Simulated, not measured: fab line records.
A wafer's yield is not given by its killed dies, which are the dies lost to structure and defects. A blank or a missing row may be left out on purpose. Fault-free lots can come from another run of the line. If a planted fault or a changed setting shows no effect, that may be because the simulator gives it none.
Matching of chambers -- flow n5Finfet -- N5_BEOL_M10_ALD_74 on aldMetal-03 has 4 sister chambers
The step deposits TaN, target thk 2 nm, pulse time 2 s, purge time 3 s. 4 wafers are shown with their chamber, then 8 later ones without.

== WAFERS WITH THEIR CHAMBER ==
wafer,chamber,heaterPowerW (W)
L088.6,3,420
L092.5,1,369
L092.6,0,477
L091.1,2,463

== WAFERS WITH NO CHAMBER GIVEN ==
wafer,heaterPowerW (W)
L091.5,445
L091.6,370
L095.1,368
L095.4,420
L095.5,362
L097.4,472
L097.5,421
L097.6,460

== THE CHAMBER EACH PASSED THROUGH ==
wafer,from the rows above,in truth
L091.5,can't be placed: 2 or 3 or 0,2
L091.6,1,1
L095.1,1,1
L095.4,3,3
L095.5,1,1
L097.4,can't be placed: 0 or 2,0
L097.5,3,3
L097.6,can't be placed: 2 or 0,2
Correct placement for 5 of the 8. Unplaceable from these rows: 3, with the true chamber sitting among the candidates in 3. Wrongly placed: 0.
How it was worked out, from the rows above alone: a wafer's distance from a chamber is the root of the sum, over the readings, of the square of ((its reading less the chamber's mean) divided by the reading's scatter). If the next closest chamber is less than 2 further off than the closest, the wafer can't be placed; otherwise it belongs to the closest. Each chamber's mean is taken over the wafers shown for it. The scatter: root of mean squared gap, hidden wafer to nearest shown wafer, with one shown wafer a chamber.
